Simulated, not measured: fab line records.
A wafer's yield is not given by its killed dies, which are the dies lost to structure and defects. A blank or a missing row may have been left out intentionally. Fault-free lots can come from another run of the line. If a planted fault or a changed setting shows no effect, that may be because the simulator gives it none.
Split-lot trial ; flow n5Finfet ; 21 wafers read from 7 lots, route of 1938 steps

## SPLIT DETAILS
At N5_FIN_CUT_COAT_18 (time 60 s, resist thk 230 nm), the setting spinRpm was moved away from the recipe's 1500 rpm on 7 of the 21 wafers read, by -7.9% to +6.7%. This setting was run at the recipe's value on the other wafers.

Reading taken at the split's own step.

## THE READING
SOC_of_FIN_CUT_COAT_18.thkNm (the simulator's own value, which no gauge read), in nm, at N5_FIN_CUT_COAT_18 (time 60 s, resist thk 230 nm). No usual value for it is given in the file. The 14 wafers here that ran the recipe average 230.1 nm, standard deviation 0.7 nm.

wafer;tool, chamber at the split;spinRpm as run, rpm;against the recipe;SOC_of_FIN_CUT_COAT_18.thkNm, nm;against lot-mates on the recipe
L074.2;lithoTrack-05, 0;1500;recipe;230.6;-
L074.4;lithoTrack-05, 0;1500;recipe;231.2;-
L074.6;lithoTrack-05, 0;1409;-6.1%;238.2;+7.3
L075.1;lithoTrack-05, 0;1411;-5.9%;237.8;+7.4
L075.4;lithoTrack-05, 0;1411;-5.9%;238;+7.6
L075.5;lithoTrack-05, 0;1500;recipe;230.4;-
L078.1;lithoTrack-03, 0;1500;recipe;230.4;-
L078.3;lithoTrack-03, 0;1500;recipe;230.4;-
L078.6;lithoTrack-03, 0;1601;+6.7%;222.6;-7.8
L089.1;lithoTrack-03, 0;1500;recipe;229.4;-
L089.3;lithoTrack-03, 0;1500;recipe;229.2;-
L089.4;lithoTrack-03, 0;1500;recipe;228.4;-
L090.4;lithoTrack-03, 0;1500;recipe;230.2;-
L090.5;lithoTrack-03, 0;1500;recipe;231;-
L090.6;lithoTrack-03, 0;1583;+5.5%;225;-5.6
L091.2;lithoTrack-03, 0;1381;-7.9%;240;+9.8
L091.3;lithoTrack-03, 0;1500;recipe;230.2;-
L091.4;lithoTrack-03, 0;1500;recipe;230.2;-
L096.1;lithoTrack-02, 0;1500;recipe;229.8;-
L096.5;lithoTrack-02, 0;1500;recipe;229.8;-
L096.3;lithoTrack-02, 0;1555;+3.7%;226.8;-3.0

FIT RESULTS
A straight line over all 21 wafers: SOC_of_FIN_CUT_COAT_18.thkNm changes by -1.19 nm for each +1% of spinRpm; r = -0.98; the points scatter about the line by 0.76 nm.
The same after taking each lot's own level away (the mean of its wafers on the recipe; 21 wafers): -1.17 nm for each +1%; r = -0.99; scatter 0.44 nm.
On that fit, the largest move of spinRpm shifts the reading by 9.3 nm.
The lots' own levels span 229.00 to 230.90 nm, that is 2.7 times the standard deviation above.
Consequently the slope shifts little with the lot-to-lot level, the two slopes agreeing.
Check: for one of the wafers moved furthest among these (-7.9%), held out of the fit, the line's prediction against its lot-mates is +9.36 nm. Against them it came out at +9.8 nm.

## THESE WAFERS: OTHER SPLITS
Before the reading, these wafers also passed through other splits. Each is held against what the fit with the lots' levels taken away leaves over:
other split on the same wafers;wafers away from the commonest value;r with SOC_of_FIN_CUT_COAT_18.thkNm (lot level and that fit taken away)
N5_ZERO_LAYER_COAT_05 spinRpm;10;+0.05
N5_ZERO_LAYER_DEVELOP_10 developTimeS;6;-0.11
N5_PMOS_HMC_CHANNEL_EPI_PEB_07 pebTempC;9;-0.06
N5_PMOS_HMC_CHANNEL_EPI_ETCH_32 biasW;5;+0.12
N5_FIN_SAQP_PECVD_06 timeS;5;+0.20
N5_FIN_SAQP_EXPOSE_13 doseMj;7;+0.07

## FILE'S OWN FIT
SOC_of_FIN_CUT_COAT_18.thkNm changes by -1.16 nm for each +1% of spinRpm, r = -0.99.
